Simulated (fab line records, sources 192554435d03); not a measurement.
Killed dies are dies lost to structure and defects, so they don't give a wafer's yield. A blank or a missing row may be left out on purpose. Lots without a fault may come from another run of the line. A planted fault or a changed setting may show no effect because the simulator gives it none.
fab line records | flow n5_finfet
record lots=7 wafers=21
route steps=1938 shown GATE_CUT@492 MOL_CONTACT_COAG@584 BEOL_M0_SAQP@647 BEOL_M0@726 BEOL_M1@783 BEOL_M2@860
start_h: hours from the record's first day to the start of the lot's first wafer shown | wait_h: hours since the lot's step before | " the same as in the row above | L1.1+2: a row that stands for several wafers | - no value, or no start given | * or withheld: withheld | < > ~ a bound
route shown NAME@n: a module of which the file shows steps, and the number in the route of the first | usual: mean/standard deviation of fault-free wafers | same: alike in all rows | chamber/n: place in a boat | sites: the reading at each site | _std_site: their standard deviation | _edge_site: outer sites' mean less inner sites' | radius_mm: how far each site lies from the wafer's centre | mask NAME#n: copy n | behind: the tool/chamber that last shaped the wafer | hold: why the lot was held/for how many hours/how that ended | device: the transistor (n, p or np) that didn't switch | end of line: the same wafers' tests at the end of the route | a step without rows: its recipe alone | killed: dies lost to structure and defects at the first sort, not the wafer's yield | map: a wafer's dies, x killed, . not, _ none there
set.NAME: the setting as run; set.NAME@STEP: as run at that earlier step | model.NAME: the simulator's own value behind a step, which no gauge read
lots whose settings were changed on purpose; a table a step, a row a wafer
## steps
# step N5_GATE_CUT_ETCH_36
# recipe chemistry=CF4 target=SiARC target_depth_a=130 mask_material=CAR-EUV time_s=21.7 ion_energy_ev=80 pressure_mtorr=40 source_w=545 bias_w=36 Ar_flow_sccm=100 cf4_flow_sccm=100 ends=cleared
# columns lot.wafer tool chamber start_h wait_h set.cf4_flow_sccm
L075.1+2+4 rie_diel-02 3,1,0 93.79 0.0 109.7
L086.2+3+4 rie_diel-02 0,1,2 162.13 0.0 100
L087.2 rie_diel-05 2 169.14 0.0 80.66
L087.4+5 " 3,1 " " 100
L090.1+3+4 rie_diel-02 1,2,3 180.82 0.0 100
L091.1+5 rie_diel-05 2,1 190.35 0.0 100
L091.3 " 0 " " 114.8
L092.2 rie_diel-02 2 192.50 0.0 94.12
L092.3+5 " 3,1 " " 100
L093.1+4+5 rie_diel-05 0,2,3 200.36 0.0 85.59
# step N5_GATE_CUT_ETCH_37
# recipe chemistry=N2/H2 target=SOC target_depth_a=600 overetch_a=120 mask_material=SiARC temp_c=40 time_s=90 ion_energy_ev=200 pressure_mtorr=30 source_w=840 bias_w=150 n2_flow_sccm=200 h2_flow_sccm=200
# columns lot.wafer tool chamber start_h wait_h set.dose_mj@GATE_CUT_EXPOSE_10 model.GATE_CUT.cd_nm
L075.1 rie_diel-02 3 93.82 0.0 43.25 20.2
L075.2 " 1 " " 43.25 19.8
L075.4 " 0 " " 43.25 20
L086.2 rie_diel-02 0 162.15 0.0 43.25 19.8
L086.3 " 1 " " 43.25 20.2
L086.4 " 2 " " 43.25 20
L087.2+4+5 rie_diel-05 2,3,1 169.16 0.0 43.25 20.4
L090.1 rie_diel-02 1 180.84 0.0 40.08 18.2
L090.3+4 " 2,3 " " 43.25 20.2
L091.1+5 rie_diel-05 2,1 190.38 0.0 43.25 20.4
L091.3 " 0 " " 43.25 19.8
L092.2+5 rie_diel-02 2,1 192.53 0.0 43.25 20
L092.3 " 3 " " 41.13 18.8
L093.1 rie_diel-05 0 200.39 0.0 41.53 18.8
L093.4 " 2 " " 41.53 19.4
L093.5 " 3 " " 43.25 20.4
# step N5_GATE_CUT_STRIP_38
# recipe chemistry=N2/H2 temp_c=40 n2_flow_sccm=200 h2_flow_sccm=200 rf_frequency_hz=6e+07
# step N5_GATE_CUT_STRIP_39
# recipe chemistry=N2/H2 temp_c=40 n2_flow_sccm=200 h2_flow_sccm=200 rf_frequency_hz=6e+07
# step N5_GATE_CUT_HM_OPEN_40
# recipe chemistry=C4F6/O2 target=SiO2 mask_material=SiARC target_depth_a=1390 time_s=85.1 ion_energy_ev=250 pressure_mtorr=30 source_w=345 bias_w=185 Ar_flow_sccm=300 C4F6_flow_sccm=10 O2_flow_sccm=10 ends=cleared
# columns lot.wafer tool chamber start_h wait_h set.dose_mj@GATE_CUT_EXPOSE_10 model.GATE_CUT.cd_nm
L075.1 rie_diel-02 3 93.90 0.0 43.25 20.4
L075.2 " 1 " " 43.25 20
L075.4 " 0 " " 43.25 20.2
L086.2 rie_diel-02 0 162.24 0.0 43.25 19.8
L086.3+4 " 1,2 " " 43.25 20.2
L087.2+4+5 rie_diel-05 2,3,1 169.25 0.0 43.25 20.4
L090.1 rie_diel-02 1 180.93 0.0 40.08 18.4
L090.3 " 2 " " 43.25 20.2
L090.4 " 3 " " 43.25 20.4
L091.1+5 rie_diel-05 2,1 190.46 0.0 43.25 20.4
L091.3 " 0 " " 43.25 20
L092.2 rie_diel-02 2 192.61 0.0 43.25 20.2
L092.3 " 3 " " 41.13 19
L092.5 " 1 " " 43.25 20
L093.1 rie_diel-05 0 200.47 0.0 41.53 19
L093.4 " 2 " " 41.53 19.2
L093.5 " 3 " " 43.25 20.4
# step N5_MOL_CONTACT_COAG_ETCHBACK_135
# recipe chemistry=CHF3 target=SiO2 target_depth_a=250 time_s=16.7 ion_energy_ev=200 pressure_mtorr=30 source_w=610 bias_w=170 Ar_flow_sccm=200 CHF3_flow_sccm=50
# columns lot.wafer tool chamber start_h wait_h set.time_s model.SOC_of_MOL_CONTACT_COAG_COAT_75.thk_nm
L075.1+4 rie_diel-03 3,0 112.40 0.0 13.66 58
L075.2 " 1 " " 16.7 57.4
L086.2+4 rie_diel-03 1 180.58 0.0 16.7 57.2
L086.3 " 0 " " 16.7 57
L087.2+5 rie_diel-06 1,0 185.26 0.0 12.95 58
L087.4 " 3 " " 16.7 57.2
L090.1+4 rie_diel-03 2 197.89 0.0 16.7 57.2
L090.3 " 3 " " 16.7 57.4
L091.1+3 rie_diel-01 2,0 208.85 0.0 16.7 57.6
L091.5 " 3 " " 16.7 57.4
L092.2 rie_diel-06 3 211.95 0.0 16.7 57
L092.3 " 1 " " 15.02 57.2
L092.5 " 1 " " 16.7 57.2
L093.1+5 rie_diel-06 2,3 215.96 0.0 19.17 56.8
L093.4 " 2 " " 16.7 57.4
# step N5_MOL_CONTACT_COAG_COAT_64
# recipe resist=underlayer temp_c=205 time_s=60 spin_rpm=1500 resist_thk_nm=10
# columns lot.wafer tool chamber start_h wait_h set.spin_rpm model.underlayer_of_MOL_CONTACT_COAG_COAT_64.thk_nm
L075.1+2+4 litho_track-02 0 - - 1500 10
L086.2+3+4 litho_track-05 0 - - 1500 10
L087.2+4+5 litho_track-03 0 - - 1500 10
L090.1+3+4 litho_track-02 0 - - 1500 10
L091.1+3+5 litho_track-03 0 - - 1500 10
L092.2 litho_track-03 0 - - 1424 10.4
L092.3 " 0 " " 1424 10.2
L092.5 " 0 " " 1500 10
L093.1 litho_track-05 0 - - 1500 10
L093.4+5 " 0 " " 1401 10.4
# step N5_MOL_CONTACT_COAG_COAT_34
# recipe resist=CAR-EUV spin_rpm=1500 resist_thk_nm=40
# step N5_MOL_CONTACT_COAG_EBR_36
# recipe solvent=PGMEA ebr_width_mm=1.5
# step N5_MOL_CONTACT_COAG_DESCUM_45
# recipe chemistry=O2 time_s=7 source_power_w=50 bias_power_w=20 pressure_mtorr=20 rf_frequency_hz=2.712e+07 temp_c=40 resist=CAR-EUV o2_flow_sccm=225
# step N5_MOL_CONTACT_COAG_ETCH_65
# recipe chemistry=N2/H2 target=underlayer target_depth_a=130 mask_material=CAR-EUV time_s=10.4 ion_energy_ev=200 pressure_mtorr=30 source_w=840 bias_w=150 n2_flow_sccm=200 h2_flow_sccm=200 ends=cleared
# columns lot.wafer tool chamber start_h wait_h set.spin_rpm@MOL_CONTACT_COAG_COAT_64 model.etch.depth_nm
L075.1 rie_diel-03 2 113.24 0.0 1500 10.02
L075.2 " 0 " " 1500 9.999
L075.4 " 3 " " 1500 10.05
L086.2 rie_diel-06 0 181.53 0.0 1500 10
L086.3 " 1 " " 1500 9.97
L086.4 " 0 " " 1500 9.988
L087.2 rie_diel-03 2 186.10 0.0 1500 9.983
L087.4 " 0 " " 1500 9.985
L087.5 " 2 " " 1500 9.998
L090.1 rie_diel-01 0 198.74 0.0 1500 9.973
L090.3 " 3 " " 1500 9.924
L090.4 " 1 " " 1500 9.962
L091.1 rie_diel-03 3 209.70 0.0 1500 9.986
L091.3 " 0 " " 1500 10.01
L091.5 " 3 " " 1500 9.984
L092.2 rie_diel-03 3 212.80 0.0 1424 10.31
L092.3 " 2 " " 1424 10.28
L092.5 " 3 " " 1500 10.05
L093.1 rie_diel-01 1 216.94 0.0 1500 9.985
L093.4 " 2 " " 1401 10.36
L093.5 " 2 " " 1401 10.35
# step N5_BEOL_M0_SAQP_PEB_12
# recipe peb_temp_c=withheld peb_time_s=60 resist=CAR-ArF
# columns lot.wafer tool chamber start_h wait_h set.peb_time_s
L075.1+2 litho_track-04 0 122.35 0.1 60
L075.4 " 0 " " 71.95
L086.2+3+4 litho_track-04 0 190.16 0.0 60
L087.2+4+5 litho_track-01 0 194.40 0.0 60
L090.1+4 litho_track-04 0 205.34 0.1 51.27
L090.3 " 0 " " 60
L091.1+3+5 litho_track-01 0 217.13 0.1 60
L092.2+3+5 litho_track-05 0 220.85 0.0 60
L093.1 litho_track-04 0 224.45 0.1 52.17
L093.4+5 " 0 " " 60
# step N5_BEOL_M0_SAQP_DEVELOP_13
# recipe develop_time_s=30 developer=TMAH resist=CAR-ArF dev_temp_c=23 rinse_liquid=diw dry=air_spin
# step N5_BEOL_M0_SAQP_CD_MEAS_14
# recipe target_cd_nm=42.5 landing_energy_ev=500 detector=se_inlens
# usual cd_nm=42.6/0.34
# columns lot.wafer tool chamber start_h wait_h set.peb_time_s@BEOL_M0_SAQP_PEB_12 cd_nm
L075.1 cd_sem-02 0 122.41 - 60 42.1
L075.2 " 0 " " 60 42.7
L075.4 " 0 " " 71.95 39.3
L086.2 cd_sem-02 0 190.22 - 60 42.0
L086.3 " 0 " " 60 42.4
L086.4 " 0 " " 60 42.3
L087.2 cd_sem-01 0 194.47 - 60 43.1
L087.4 " 0 " " 60 42.4
L087.5 " 0 " " 60 42.7
L090.1 cd_sem-01 0 205.41 - 51.27 45.1
L090.3 " 0 " " 60 42.6
L090.4 " 0 " " 51.27 45.0
L091.1 cd_sem-02 0 217.20 - 60 42.5
L091.3 " 0 " " 60 42.9
L091.5 " 0 " " 60 42.7
L092.2 cd_sem-02 0 220.91 - 60 42.4
L092.3 " 0 " " 60 43.0
L092.5 " 0 " " 60 43.2
L093.1 cd_sem-02 0 224.52 - 52.17 44.8
L093.4 " 0 " " 60 41.9
L093.5 " 0 " " 60 42.3
# step N5_BEOL_M0_ETCH_109
# recipe chemistry=CH3F/O2 target_depth_a=80 overetch_a=24 target=SiCN time_s=27.4 ion_energy_ev=120 pressure_mtorr=30 source_w=395 bias_w=75 Ar_flow_sccm=150 CH3F_flow_sccm=30 O2_flow_sccm=20
# usual rf_vpp_V=297.1/1.6
# columns lot.wafer tool chamber start_h wait_h set.bias_w rf_vpp_V
L075.1 rie_diel-03 1 129.57 0.0 75 298.1
L075.2 " 3 " " 75 299.4
L075.4 " 0 " " 75 295.9
L086.2 rie_diel-03 2 198.50 0.0 75 299.3
L086.3 " 3 " " 75 298.9
L086.4 " 2 " " 75 300.0
L087.2 rie_diel-03 3 204.77 0.0 75 298.8
L087.4 " 3 " " 75 299.0
L087.5 " 2 " " 75 299.1
L090.1 rie_diel-01 2 216.63 0.0 63.59 267.3
L090.3 " 3 " " 75 297.9
L090.4 " 0 " " 75 299.1
L092.2 rie_diel-01 1 229.79 0.2 75 293.9
L092.3 " 0 " " 75 298.7
L092.5 " 2 " " 75 296.4
L091.1 rie_diel-06 3 230.12 0.0 78.61 305.5
L091.3 " 1 " " 78.61 305.3
L091.5 " 0 " " 75 295.5
L093.1 rie_diel-06 0 234.27 0.0 75 296.6
L093.4 " 2 " " 75 298.7
L093.5 " 1 " " 75 296.8
# step N5_BEOL_M1_EXPOSE_25
# recipe mask_id=V0 na=0.33 source_shape=quasar sigma_inner=0.2 sigma_outer=0.8 polarization=unpolarized defocus_nm=5 target_cd_nm=24 dose_mj=63
# columns lot.wafer tool chamber start_h wait_h mask set.dose_mj
L075.1 euv_scanner-02 0 137.59 - V0#0 59.92
L075.2+4 " 0 " " V0#0 63
L086.2+3+4 euv_scanner-02 0 205.49 - V0#0 63
L087.2 euv_scanner-01 0 214.13 - V0#0 63
L087.4+5 " 0 " " V0#0 65.64
L090.1+4 euv_scanner-02 0 224.07 - V0#0 63
L090.3 " 0 " " V0#0 60.74
L092.2+3 euv_scanner-01 0 235.56 - V0#0 60.69
L092.5 " 0 " " V0#0 63
L091.1+5 euv_scanner-01 0 235.65 - V0#0 63
L091.3 " 0 " " V0#0 65.03
L093.1+4 euv_scanner-01 0 240.11 - V0#0 63
L093.5 " 0 " " V0#0 65.98
# step N5_BEOL_M1_PEB_26
# recipe peb_temp_c=100 peb_time_s=60 resist=CAR-EUV
# step N5_BEOL_M1_DEVELOP_27
# recipe develop_time_s=30 developer=TMAH resist=CAR-EUV rinse_liquid=surfactant_rinse dry=air_spin dev_temp_c=23
# step N5_BEOL_M1_CD_MEAS_28
# recipe landing_energy_ev=500 detector=se_inlens target_cd_y_nm=23.3
# usual cd_nm=24.06/0.27
# columns lot.wafer tool chamber start_h wait_h set.dose_mj@BEOL_M1_EXPOSE_25 cd_nm
L075.1 cd_sem-02 0 137.74 - 59.92 22.75
L075.2 " 0 " " 63 24.39
L075.4 " 0 " " 63 23.99
L086.2 cd_sem-02 0 205.63 - 63 24.48
L086.3 " 0 " " 63 23.91
L086.4 " 0 " " 63 24.08
L087.2 cd_sem-02 0 214.27 - 63 24.25
L087.4 " 0 " " 65.64 24.93
L087.5 " 0 " " 65.64 25.12
L090.1 cd_sem-03 0 224.21 - 63 24.10
L090.3 " 0 " " 60.74 23.44
L090.4 " 0 " " 63 24.27
L092.2 cd_sem-03 0 235.70 - 60.69 23.07
L092.3 " 0 " " 60.69 23.18
L092.5 " 0 " " 63 23.81
L091.1 cd_sem-03 0 235.79 - 63 23.89
L091.3 " 0 " " 65.03 24.47
L091.5 " 0 " " 63 23.84
L093.1 cd_sem-03 0 240.25 - 63 23.94
L093.4 " 0 " " 63 23.67
L093.5 " 0 " " 65.98 25.16
# step N5_BEOL_M1_STRIP_71
# recipe chemistry=N2/H2 temp_c=40 n2_flow_sccm=200 h2_flow_sccm=200 rf_frequency_hz=6e+07
# step N5_BEOL_M1_STRIP_78
# recipe chemistry=N2/H2 temp_c=40 n2_flow_sccm=200 h2_flow_sccm=200 rf_frequency_hz=6e+07
# step N5_BEOL_M1_VIA_ETCH_34
# recipe chemistry=C4F6/O2 target_depth_a=678 mask_material=SOC pressure_mtorr=15 ion_energy_ev=250 taper_deg=4 time_s=64.4 source_w=350 bias_w=170 Ar_flow_sccm=300 C4F6_flow_sccm=10 O2_flow_sccm=10
# columns lot.wafer tool chamber start_h wait_h set.dose_mj@BEOL_M1_EXPOSE_25 model.BEOL_M1.cd_nm
L075.1 rie_diel-02 2 139.88 0.0 59.92 17
L075.2 " 3 " " 63 18.4
L075.4 " 2 " " 63 17.8
L086.2 rie_diel-05 1 207.40 0.0 63 18.2
L086.3 " 0 " " 63 18
L086.4 " 3 " " 63 17.8
L087.2 rie_diel-04 3 230.51 0.0 63 17.8
L087.4 " 2 " " 65.64 18.4
L087.5 " 2 " " 65.64 18.6
L090.1 rie_diel-05 3 235.46 0.0 63 18.4
L090.3 " 0 " " 60.74 17.4
L090.4 " 1 " " 63 18.2
L092.2+3 rie_diel-02 3,2 239.62 0.0 60.69 17.2
L092.5 " 1 " " 63 17.8
L091.1 rie_diel-04 2 242.30 0.0 63 17.4
L091.3 " 0 " " 65.03 18.4
L091.5 " 1 " " 63 17.8
L093.1 rie_diel-04 1 242.79 0.0 63 17.6
L093.4 " 2 " " 63 17.2
L093.5 " 1 " " 65.98 19
# step N5_BEOL_M2_ETCH_64
# recipe chemistry=N2/H2 target=SOC target_depth_a=750 overetch_a=225 mask_material=SiARC temp_c=40 time_s=121.9 ion_energy_ev=200 pressure_mtorr=30 source_w=840 bias_w=150 n2_flow_sccm=200 h2_flow_sccm=200
# usual rf_vpp_V=524.1/2.9
# columns lot.wafer tool chamber start_h wait_h set.bias_w rf_vpp_V model.SiARC_of_BEOL_M2_COAT_62.thk_nm
L075.1 rie_diel-06 2 151.03 0.0 150 524.1 6.4
L075.2 " 3 " " 134.5 487.8 7
L075.4 " 0 " " 134.5 486.0 7
L086.2 rie_diel-01 1 212.69 0.0 150 519.9 6.2
L086.3 " 2 " " 150 523.8 6.6
L086.4 " 0 " " 150 526.6 6.4
L087.2 rie_diel-01 2 237.28 0.0 150 522.2 6.6
L087.4 " 0 " " 163.1 555.0 5.8
L087.5 " 0 " " 150 527.1 6.4
L090.1 rie_diel-01 1 240.62 0.0 150 519.7 6.2
L090.3 " 0 " " 124.2 467.6 7.8
L090.4 " 2 " " 150 522.2 6.6
L092.2 rie_diel-06 0 246.75 0.0 150 520.9 6.4
L092.3 " 2 " " 150 525.0 6.2
L092.5 " 1 " " 150 521.9 6.4
L091.1 rie_diel-01 2 247.68 0.0 150 522.6 6.6
L091.3 " 3 " " 161.5 548.3 5.8
L091.5 " 0 " " 161.5 551.2 6
L093.1 rie_diel-03 3 249.06 0.0 150 527.0 6.4
L093.4 " 0 " " 150 519.3 6.2
L093.5 " 0 " " 150 519.5 6.4
# step N5_BEOL_M2_COAT_22
# recipe resist=CAR-EUV spin_rpm=1500 resist_thk_nm=30
# columns lot.wafer tool chamber start_h wait_h set.spin_rpm model.CAR-EUV_of_BEOL_M2_COAT_22.thk_nm
L075.1+4 litho_track-01 0 - - 1500 30.2
L075.2 " 0 " " 1500 30
L086.2+3+4 litho_track-04 0 - - 1500 30
L087.2+4+5 litho_track-03 0 - - 1500 30
L090.1+3 litho_track-03 0 - - 1593 29
L090.4 " 0 " " 1500 30
L092.2 litho_track-01 0 - - 1554 29.4
L092.3+5 " 0 " " 1500 30
L091.1+3 litho_track-03 0 - - 1413 30.8
L091.5 " 0 " " 1500 29.8
L093.1 litho_track-01 0 - - 1500 29.8
L093.4 " 0 " " 1411 30.8
L093.5 " 0 " " 1500 30
# step N5_BEOL_M2_EXPOSE_25
# recipe mask_id=V1 na=0.33 source_shape=quasar sigma_inner=0.2 sigma_outer=0.8 polarization=unpolarized defocus_nm=5 dose_mj=63
# columns lot.wafer tool chamber start_h wait_h mask set.dose_mj
L075.1+2 euv_scanner-02 0 151.57 - V1#0 61.81
L075.4 " 0 " " V1#0 63
L086.2+3+4 euv_scanner-01 0 213.91 - V1#0 63
L087.2+4+5 euv_scanner-01 0 237.88 - V1#0 63
L090.1+3 euv_scanner-01 0 241.15 - V1#0 63
L090.4 " 0 " " V1#0 66.81
L092.2+3+5 euv_scanner-01 0 247.28 - V1#0 63
L091.1+3+5 euv_scanner-02 0 248.66 - V1#0 64.25
L093.1+4+5 euv_scanner-02 0 249.58 - V1#0 63
# step N5_BEOL_M2_PEB_26
# recipe peb_temp_c=100 peb_time_s=60 resist=CAR-EUV
# step N5_BEOL_M2_DEVELOP_27
# recipe develop_time_s=30 developer=TMAH resist=CAR-EUV rinse_liquid=surfactant_rinse dry=air_spin dev_temp_c=23
# step N5_BEOL_M2_CD_MEAS_28
# recipe target_cd_nm=26.2 landing_energy_ev=500 detector=se_inlens target_cd_y_nm=24.1 polarity=opening
# usual cd_nm=26.20/0.23
# columns lot.wafer tool chamber start_h wait_h set.dose_mj@BEOL_M2_EXPOSE_25 cd_nm
L075.1 cd_sem-01 0 151.71 - 61.81 25.69
L075.2 " 0 " " 61.81 25.85
L075.4 " 0 " " 63 26.46
L086.2 cd_sem-02 0 214.04 - 63 26.45
L086.3 " 0 " " 63 26.41
L086.4 " 0 " " 63 26.49
L087.2 cd_sem-03 0 238.02 - 63 25.70
L087.4 " 0 " " 63 26.13
L087.5 " 0 " " 63 26.45
L090.1 cd_sem-02 0 241.30 - 63 25.90
L090.3 " 0 " " 63 26.08
L090.4 " 0 " " 66.81 27.33
L092.2 cd_sem-03 0 247.42 - 63 26.63
L092.3 " 0 " " 63 26.41
L092.5 " 0 " " 63 26.50
L091.1 cd_sem-02 0 248.80 - 64.25 26.83
L091.3 " 0 " " 64.25 26.72
L091.5 " 0 " " 64.25 26.83
L093.1 cd_sem-01 0 249.73 - 63 26.31
L093.4 " 0 " " 63 26.21
L093.5 " 0 " " 63 26.37
# step N5_BEOL_M2_ALD_98
# recipe material=SiO2 target_thk_a=25 temp_c=100 ald_precursor_family=BDEAS ald_co_reactant=O2-plasma pulse_time_s=1 co_reactant_pulse_time_s=1 purge_time_s=2 co_reactant_purge_time_s=2 ald_cycles=17 pressure_torr=2
# columns lot.wafer tool chamber start_h wait_h set.ald_cycles
L075.1+2+4 ald_sin-03 2,1,0 151.97 0.1 17
L086.2+3+4 ald_sin-02 2,1,3 214.39 0.1 17
L087.2 ald_sin-03 0 238.81 0.2 17
L087.4+5 " 1,3 " " 18
L090.1+4 ald_sin-02 3,0 241.55 0.1 16
L090.3 " 1 " " 17
L092.2+5 ald_sin-02 2,3 247.68 0.1 16
L092.3 " 0 " " 17
L091.1+5 ald_sin-01 2 249.61 0.6 16
L091.3 " 3 " " 17
L093.1+5 ald_sin-01 1,0 249.99 0.1 17
L093.4 " 0 " " 16
# step N5_BEOL_M2_ETCHBACK_99
# recipe chemistry=CHF3 target=SiO2 target_depth_a=50 time_s=10.4 source_w=215 bias_w=47 Ar_flow_sccm=200 CHF3_flow_sccm=12 ion_energy_ev=100 pressure_mtorr=30
# columns lot.wafer tool chamber start_h wait_h set.spin_rpm@BEOL_M2_COAT_22 model.CAR-EUV_of_BEOL_M2_COAT_22.thk_nm
L075.1+2+4 rie_diel-01 1,3,2 153.05 1.0 1500 10.6
L086.2+3 rie_diel-06 1,2 220.23 5.8 1500 10.4
L086.4 " 0 " " 1500 10.6
L087.2+5 rie_diel-01 1 242.40 3.6 1500 10.4
L087.4 " 0 " " 1500 10.6
L090.1 rie_diel-03 3 247.16 5.6 1593 9.6
L090.3 " 1 " " 1593 9.4
L090.4 " 2 " " 1500 10.4
L092.2 rie_diel-01 0 255.38 7.7 1554 9.8
L092.3+5 " 1,3 " " 1500 10.4
L091.1 rie_diel-03 2 262.12 12.5 1413 11.2
L091.3 " 1 " " 1413 11
L091.5 " 0 " " 1500 10.2
L093.1 rie_diel-01 3 262.35 12.3 1500 10.2
L093.4 " 2 " " 1411 11.2
L093.5 " 2 " " 1500 10.4
## key
split step=N5_GATE_CUT_ETCH_36 setting=cf4_flow_sccm stated=100 by=wafer
response none clear
split step=N5_MOL_CONTACT_COAG_ETCHBACK_135 setting=time_s stated=16.7 by=wafer
response step=N5_MOL_CONTACT_COAG_ETCHBACK_135 reading=model.SOC_of_MOL_CONTACT_COAG_COAT_75.thk_nm change=-0.0335 per=1% r=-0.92
split step=N5_MOL_CONTACT_COAG_COAT_64 setting=spin_rpm stated=1500 by=wafer
response step=N5_MOL_CONTACT_COAG_COAT_64 reading=model.underlayer_of_MOL_CONTACT_COAG_COAT_64.thk_nm change=-0.0601 per=1% r=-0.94
response step=N5_MOL_CONTACT_COAG_ETCH_65 reading=model.etch.depth_nm change=-0.0535 per=1% r=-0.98
split step=N5_BEOL_M0_SAQP_PEB_12 setting=peb_time_s stated=60 by=wafer
response step=N5_BEOL_M0_SAQP_CD_MEAS_14 reading=cd_nm change=-0.171 per=1% r=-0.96
split step=N5_BEOL_M0_ETCH_109 setting=bias_w stated=75 by=wafer
response step=N5_BEOL_M0_ETCH_109 reading=rf_vpp_V change=+2.05 per=1% r=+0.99
split step=N5_BEOL_M1_EXPOSE_25 setting=dose_mj stated=63 by=wafer
response step=N5_BEOL_M1_CD_MEAS_28 reading=cd_nm change=+0.238 per=1% r=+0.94
response step=N5_BEOL_M1_VIA_ETCH_34 reading=model.BEOL_M1.cd_nm change=+0.238 per=1% r=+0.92
split step=N5_BEOL_M2_ETCH_64 setting=bias_w stated=150 by=wafer
response step=N5_BEOL_M2_ETCH_64 reading=rf_vpp_V change=+3.3 per=1% r=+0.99
response step=N5_BEOL_M2_ETCH_64 reading=model.SiARC_of_BEOL_M2_COAT_62.thk_nm change=-0.0777 per=1% r=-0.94
split step=N5_BEOL_M2_COAT_22 setting=spin_rpm stated=1500 by=wafer
response step=N5_BEOL_M2_COAT_22 reading=model.CAR-EUV_of_BEOL_M2_COAT_22.thk_nm change=-0.162 per=1% r=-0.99
response step=N5_BEOL_M2_ETCHBACK_99 reading=model.CAR-EUV_of_BEOL_M2_COAT_22.thk_nm change=-0.152 per=1% r=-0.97
split step=N5_BEOL_M2_EXPOSE_25 setting=dose_mj stated=63 by=wafer
response step=N5_BEOL_M2_CD_MEAS_28 reading=cd_nm change=+0.235 per=1% r=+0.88
split step=N5_BEOL_M2_ALD_98 setting=ald_cycles stated=17 by=wafer
response none clear
split outside_this_file step=N5_GATE_CUT_EXPOSE_10 setting=dose_mj
# split outside_this_file: this setting was split too, and the file shows its column; the key of that split is in another file
